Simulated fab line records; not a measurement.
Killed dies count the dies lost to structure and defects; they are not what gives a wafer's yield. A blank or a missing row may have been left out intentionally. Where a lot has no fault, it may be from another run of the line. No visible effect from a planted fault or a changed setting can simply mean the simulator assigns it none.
Matching of chambers | flow nand harc | cmp-02 running NHARC_A_CONTACT_CMP_20: 4 sister chambers
The step polishes, t overpolish 30 s, target thk 300 nm. 7 wafers are shown with their chamber, then 7 later ones without.

## WAFERS, EACH WITH ITS CHAMBER
wafer  | chamber | motor current A (A) | overpolish run s (s)
L460.4 | 2       | 13.1                | 29.999
L460.5 | 1       | 9.8                 | 30.023
L462.4 | 1       | 10.1                | 30.006
L463.4 | 3       | 10.4                | 30.007
L463.6 | 0       | 13.3                | 30.001
L466.1 | 2       | 12.8                | 30.005
L466.3 | 0       | 12.2                | 30.009

## WAFERS WITHOUT THEIR CHAMBER
wafer  | motor current A (A) | overpolish run s (s)
L466.4 | 10.4                | 29.981
L477.3 | 10.3                | 29.995
L477.4 | 9.6                 | 29.978
L477.5 | 9.7                 | 29.997
L478.1 | 9.7                 | 29.999
L478.4 | 13.8                | 29.982
L478.5 | 12.9                | 30.012

## WHICH CHAMBER EACH WENT THROUGH
wafer  | from the rows above     | in truth
L466.4 | can't be placed: 3 or 1 | 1
L477.3 | can't be placed: 3 or 1 | 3
L477.4 | can't be placed: 3 or 1 | 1
L477.5 | can't be placed: 3 or 1 | 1
L478.1 | can't be placed: 3 or 1 | 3
L478.4 | can't be placed: 2 or 0 | 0
L478.5 | can't be placed: 0 or 2 | 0
0 of 7 placed correctly. Cannot be placed on the basis of these rows: 7; the candidates contain the true chamber in 7. 0 placed wrongly.
How it was worked out, from the rows above alone: a wafer's distance from a chamber is the root of the sum, over the readings, of the square of ((its reading less the chamber's mean) divided by the reading's scatter). The wafer belongs to the nearest chamber; if the next one is less than 2 further off, it can't be placed. A chamber's mean is the mean of its shown wafers. The scatter: the root of (the sum of the squares of (reading less its chamber's mean) over the shown wafers, divided by (wafers less chambers)).
